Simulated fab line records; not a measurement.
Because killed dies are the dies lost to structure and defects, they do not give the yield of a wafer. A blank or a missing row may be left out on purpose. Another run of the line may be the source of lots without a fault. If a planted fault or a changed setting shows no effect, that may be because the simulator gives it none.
fab line records    flow n5Finfet
[record] lots = 4  wafers = 12  lastDay = 19
route steps=1938 shown DUMMY_GATE@255 SPACER0@258 SD_EPI_N@262
lots that met no fault: from a run of the same line without faults
startH: the number of hours between the record's first day and the start of the first shown wafer of the lot    waitH: hours elapsed since this lot's preceding step    " identical to the entry in the row above    L1.1+2: one row covering several wafers at once    - value missing, or start not given    * or withheld: withheld    < > ~ a bound
route shown NAME@n: a module of which the file shows steps, and the number in the route of the first    usual: mean/standard deviation taken from wafers without a fault    same: alike in all rows    chamber/n: place in a boat    sites: readings site by site    _std_site: their standard deviation    _edge_site: outer sites' mean less inner sites'    radiusMm: how far each site lies from the wafer's centre    mask NAME#n: copy n    behind: the last tool/chamber to shape the wafer    hold: what put the lot on hold/how long, in hours/how the hold closed    device: the n, p or np transistor that did not switch    end of line: tests of these same wafers at the route's end    a step without rows: its recipe alone    killed: at the first sort, the dies lost to defects and structure; wafer yield is something else    map: dies across one wafer; x = killed, . = not, _ = none there
set.NAME: the setting the step ran with; set.NAME@STEP: the setting that earlier step ran with    model.NAME: the simulator's own value behind a step, which no gauge read
lots at some steps of the route; a table a step, a row a wafer
services: a tool's chamber out of use, with start hour (startH, from the record's first day; less than 0 if before it), hours out, and reason
[[steps]]
[step N5_DUMMY_GATE_SRD_26]
[recipe] dry = ipaMarangoni  timeS = 30  tempC = 23  rinseLiquid = diw
[step N5_DUMMY_GATE_UV_OZONE_45]
[recipe] timeS = 120  pressureTorr = 760  tempC = 25
[step N5_SPACER0_ALD_07]
[recipe] material = SiNx  targetThkA = 20  tempC = 400  aldPrecursorFamily = SiH2I2  aldCoReactant = N2/H2-plasma  pressureTorr = 2
[step N5_SPACER0_ALD_00]
[recipe] material = SiOCN  targetThkA = 35  tempC = 400  aldPrecursorFamily = alkyl-aminosilane  aldCoReactant = O2/N2-plasma  pulseTimeS = 3  purgeTimeS = 2  coReactantPurgeTimeS = 2  aldCycles = 58  pressureTorr = 2
[step N5_SPACER0_ALD_08]
[recipe] material = SiNx  targetThkA = 20  tempC = 400  aldPrecursorFamily = SiH2I2  aldCoReactant = N2/H2-plasma  pressureTorr = 2
[step N5_SD_EPI_N_COAT_32]
[recipe] resist = SOC  tempC = 250  timeS = 60  spinRpm = 1500  resistThkNm = 350
[step N5_SD_EPI_N_COAT_33]
[recipe] resist = SiARC  tempC = 220  timeS = 60  spinRpm = 1500  resistThkNm = 35
[step N5_SD_EPI_N_COAT_03]
[recipe] resist = CAR-ArF-block  spinRpm = 1500  resistThkNm = 150
[step N5_SD_EPI_N_EBR_05]
[recipe] solvent = PGMEA  ebrWidthMm = 1.5
[step N5_SD_EPI_N_SOFTBAKE_04]
[recipe] tempC = 110  timeS = 60  resist = CAR-ArF-block
[step N5_SD_EPI_N_EXPOSE_06]
[recipe] maskId = SD_N_BLK  na = 1.35  sourceShape = conventional  sigmaOuter = 0.8  polarization = unpolarized  targetCdNm = 120  doseMj = 39.75
[usual] exposureDoseMJCm2 = 39.72/0.038  focusOffsetNm = 0.0/0.52  stageVelMmS = 499.97/0.26
lot.wafer  tool            chamber  startH  waitH  mask        exposureDoseMJCm2  focusOffsetNm  stageVelMmS
L860.1     arfiScanner-02  0        54.50   -      SD_N_BLK#0  39.71              0.6            499.62
L860.4     "               0        "       "      SD_N_BLK#0  39.71              0.6            499.85
L860.5     "               0        "       "      SD_N_BLK#0  39.69              0.7            499.67
L881.2     arfiScanner-02  0        174.54  -      SD_N_BLK#0  36.79              -0.4           499.77
L881.3     "               0        "       "      SD_N_BLK#0  36.75              0.6            499.79
L881.6     "               0        "       "      SD_N_BLK#0  36.76              -0.1           499.95
L882.1     arfiScanner-02  0        186.06  -      SD_N_BLK#0  37.37              -0.9           499.59
L882.2     "               0        "       "      SD_N_BLK#0  37.40              0.6            500.05
L882.4     "               0        "       "      SD_N_BLK#0  37.33              0.1            500.06
L883.2     arfiScanner-01  0        188.97  -      SD_N_BLK#0  39.77              -0.3           500.34
L883.3     "               0        "       "      SD_N_BLK#0  39.70              -0.7           500.03
L883.4     "               0        "       "      SD_N_BLK#0  39.79              0.0            500.21
[step N5_SD_EPI_N_PEB_07]
[recipe] pebTempC = 110  pebTimeS = 60  resist = CAR-ArF-block
[step N5_SD_EPI_N_DEVELOP_08]
[recipe] developTimeS = 30  developer = TMAH  resist = CAR-ArF-block  devTempC = 23  rinseLiquid = diw  dry = airSpin
[step N5_SD_EPI_N_CD_MEAS_09]
[recipe] targetCdNm = 120  landingEnergyEv = 500  detector = seInlens
[usual] cdNm = 120.5/0.69
lot.wafer  tool      chamber  startH  waitH  cdNm
L860.1     cdSem-02  0        54.63   -      120.3
L860.4     "         0        "       "      120.0
L860.5     "         0        "       "      119.4
L881.2     cdSem-02  0        174.66  -      114.8
L881.3     "         0        "       "      114.8
L881.6     "         0        "       "      114.4
L882.1     cdSem-03  0        186.18  -      116.1
L882.2     "         0        "       "      116.3
L882.4     "         0        "       "      116.1
L883.2     cdSem-02  0        189.09  -      119.9
L883.3     "         0        "       "      119.8
L883.4     "         0        "       "      119.7
[step N5_SD_EPI_N_DESCUM_14]
[recipe] chemistry = O2  timeS = 7.9  sourcePowerW = 50  biasPowerW = 20  pressureMtorr = 20  rfFrequencyHz = 2.712e+07  tempC = 40  resist = CAR-ArF-block  o2FlowSccm = 225
[usual] drypumpMotorCurrentA = 5.73/0.27  oesProductAu = 0.80/0.1  rfVppV = 243.6/1.3  showerheadPlenumPTorr = 2.12/0.07  throttleValvePct = 20.36/0.26
lot.wafer  tool        chamber  startH  waitH  drypumpMotorCurrentA  oesProductAu  rfHoursCounterH  rfVppV  showerheadPlenumPTorr  throttleValvePct  model.SD_EPI_N.cdNm
L860.1     rieDiel-06  1        54.72   0.0    5.61                  0.88          32               243.6   2.05                   20.14             120
L860.4     "           3        "       "      5.26                  0.71          -                243.7   2.14                   20.09             120.4
L860.5     "           1        "       "      5.60                  0.89          -                241.9   2.05                   20.16             119.2
L881.2     rieDiel-05  0        174.75  0.0    5.59                  0.78          113              243.6   2.12                   20.24             114.8
L881.3     "           1        "       "      5.80                  0.93          12               243.8   2.13                   19.79             114.6
L881.6     "           3        "       "      5.93                  0.68          -                242.4   2.05                   20.63             114.6
L882.1     rieDiel-04  2        186.27  0.0    5.44                  0.69          222              242.0   1.98                   20.91             115.8
L882.2     "           1        "       "      6.04                  0.97          11               243.9   2.13                   20.22             116
L882.4     "           0        "       "      5.43                  0.68          233              243.3   2.07                   20.40             116.2
L883.2     rieDiel-04  1        189.35  0.2    6.03                  0.95          12               243.7   2.13                   20.21             119.8
L883.3     "           0        "       "      5.42                  0.66          234              243.1   2.07                   20.38             120
L883.4     "           2        "       "      5.45                  0.68          223              242.3   1.98                   20.91             119.6
[step N5_SD_EPI_N_ETCH_34]
[recipe] chemistry = CF4  target = SiARC  targetDepthA = 455  maskMaterial = CAR-ArF-block  timeS = 75.8  ionEnergyEv = 80  pressureMtorr = 40  sourceW = 545  biasW = 36  Ar_flow_sccm = 100  cf4FlowSccm = 100  ends = cleared
[step N5_SD_EPI_N_ETCH_35]
[recipe] chemistry = N2/H2  target = SOC  overetchA = 1080  maskMaterial = SiARC  tempC = 40  ionEnergyEv = 100  sourceW = 3000  biasW = 133  pressureMtorr = 20  timeS = 486  n2FlowSccm = 200  h2FlowSccm = 200
[step N5_SD_EPI_N_STRIP_36]
[recipe] chemistry = N2/H2  tempC = 40  n2FlowSccm = 200  h2FlowSccm = 200  rfFrequencyHz = 6e+07
[step N5_SD_EPI_N_ETCHBACK_44]
[recipe] chemistry = CH3F/O2  mode = anisotropicEtchback  target = SiNx  targetDepthA = 145  stopOn = SiO2  overEtchFrac = 0.3  ionEnergyEv = 120  pressureMtorr = 30  sourceW = 395  biasW = 73  Ar_flow_sccm = 150  CH3F_flow_sccm = 30  O2_flow_sccm = 20
[step N5_SD_EPI_N_ETCH_45]
[recipe] chemistry = CH3F/O2  target = SiOCN  targetDepthA = 60  maskMaterial = SOC  ionEnergyEv = 60  biasW = 29  pressureMtorr = 15  sourceW = 410  Ar_flow_sccm = 150  CH3F_flow_sccm = 30  O2_flow_sccm = 20
[step N5_SD_EPI_N_ETCH_16]
[recipe] chemistry = CHF3/O2  target = SiO2  targetDepthA = 50  maskMaterial = SOC  pressureMtorr = 30  sourceW = 650  biasW = 170  Ar_flow_sccm = 200  CHF3_flow_sccm = 50  O2_flow_sccm = 5  ionEnergyEv = 200
[step N5_SD_EPI_N_STRIP_47]
[recipe] chemistry = CHF3/O2  resist = SiARC  rfFrequencyHz = 6e+07
[step N5_SD_EPI_N_SD_RECESS_17]
[recipe] chemistry = HBr/Cl2/O2  targetDepthA = 410  maskMaterial = SOC  timeS = 23.7  btTimeS = 3  pressureMtorr = 10  icpW = 800  biasW = 112  HBr_flow_sccm = 150  Cl2_flow_sccm = 80  O2_flow_sccm = 12
[usual] drypumpMotorCurrentA = 6.1/0.44  mfcCl2Sccm = 79.98/0.24  oesProductAu = 0.994/0.013  throttleValvePct = 37.0/0.34
[same] btTimeS = 3
lot.wafer  tool      chamber  startH  waitH  drypumpMotorCurrentA  mfcCl2Sccm  oesProductAu  rfHoursCounterH  throttleValvePct  model.SD_EPI_N.cdNm
L860.1     rieSi-06  0        55.40   0.0    6.5                   79.85       0.998         88               37.3              119.2
L860.4     "         1        "       "      6.4                   80.04       0.982         63               37.2              121.2
L860.5     "         3        "       "      6.0                   79.33       1.011         -                36.5              118.4
L881.2     rieSi-06  3        175.43  0.0    6.0                   80.17       1.016         36               36.5              115.8
L881.3     "         2        "       "      6.3                   79.83       0.999         10               36.7              115.2
L881.6     "         0        "       "      6.5                   80.12       0.999         -                37.3              113.4
L882.1     rieSi-06  3        186.95  0.0    6.0                   80.17       1.011         36               36.5              116.8
L882.2     "         0        "       "      6.6                   80.02       0.999         91               37.3              116.4
L882.4     "         2        "       "      6.4                   80.31       0.990         10               36.7              115
L883.2     rieSi-02  1        190.03  0.0    6.3                   79.76       0.974         50               37.6              120
L883.3     "         0        "       "      5.7                   79.79       0.987         3                37.1              118.4
L883.4     "         2        "       "      5.6                   80.14       1.003         100              37.0              119.8
[step N5_SD_EPI_N_STRIP_38]
[recipe] chemistry = N2/H2  powerW = 1000  tempC = 250  h2Frac = 0.65  overashFraction = 0.3  pressureMtorr = withheld  n2FlowSccm = 1750  h2FlowSccm = 3250
[[services]]
tool            chamber  startH  hours  kind
rieDiel-05      2        33.92   5.1    repair
rieDiel-05      3        34.05   15.0   repair
arfiScanner-01  -        35.42   4.9    pm
rieSi-02        0        42.45   17.5   repair
rieDiel-04      1        43.45   2.5    repair
rieDiel-04      -        48.49   0.8    repair
rieDiel-05      1        51.58   5.4    repair
arfiScanner-01  -        60.17   1.0    pm
rieSi-06        -        60.23   0.9    repair
rieSi-02        3        62.56   3.8    repair
arfiScanner-01  -        73.20   1.3    pm
rieDiel-05      3        87.35   1.4    repair
arfiScanner-02  -        101.35  0.4    repair
arfiScanner-02  -        117.24  0.8    pm
rieSi-06        3        117.93  1.1    repair
arfiScanner-01  -        119.73  1.0    pm
rieDiel-04      0        120.85  5.2    repair
arfiScanner-02  -        121.50  1.3    pm
arfiScanner-02  -        123.74  2.2    repair
arfiScanner-02  0        130.86  -      calibration
arfiScanner-01  -        134.28  0.8    pm
arfiScanner-02  -        150.21  4.9    pm
arfiScanner-02  -        155.45  1.0    pm
arfiScanner-02  -        164.17  0.4    repair
[[key]]
[firstSign] step = N5_SD_EPI_N_EXPOSE_06  reading = exposureDoseMJCm2  direction = down  sigmas = 70  usual = 39.72  struck = 37.07
[effect] step = N5_SD_EPI_N_CD_MEAS_09  reading = cdNm  direction = down  sigmas = 7.4  usual = 120.5  struck = 115.4  through = controlLoop
[modelEffect] step = N5_SD_EPI_N_DESCUM_14  value = SD_EPI_N.cdNm  without = 120.1  struck = 115.3
[modelEffect] step = N5_SD_EPI_N_SD_RECESS_17  value = SD_EPI_N.cdNm  without = 120.2  struck = 115.4
metAt N5_SD_EPI_N_EXPOSE_06
struckWafers L881.2,L881.3,L881.6,L882.1,L882.2,L882.4
testerLeftOut L881,L882
[loopTrim] step = N5_SD_EPI_N_EXPOSE_06  setting = dose  lots = L882
onsetBetween 54.50 174.54
[fault] kind = processParameterDrift  tool = arfiScanner-02  chamber = -  onsetH = 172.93  steps = N5_SD_EPI_N_EXPOSE_06  channel = doseMj  offset = -2.9829  shape = step  actsIn = theseRecipesOnly  stated = 39.75
// testerLeftOut: of these lots the tester's yield and bins aren't shown, on N5 and GAA mostly nor the transistor test; their killed dies are dies lost to structure and defects alone, not to doping, threshold or leakage, so they don't give the yield
// loopTrim: a control loop set the setting to another value than it would have without faults
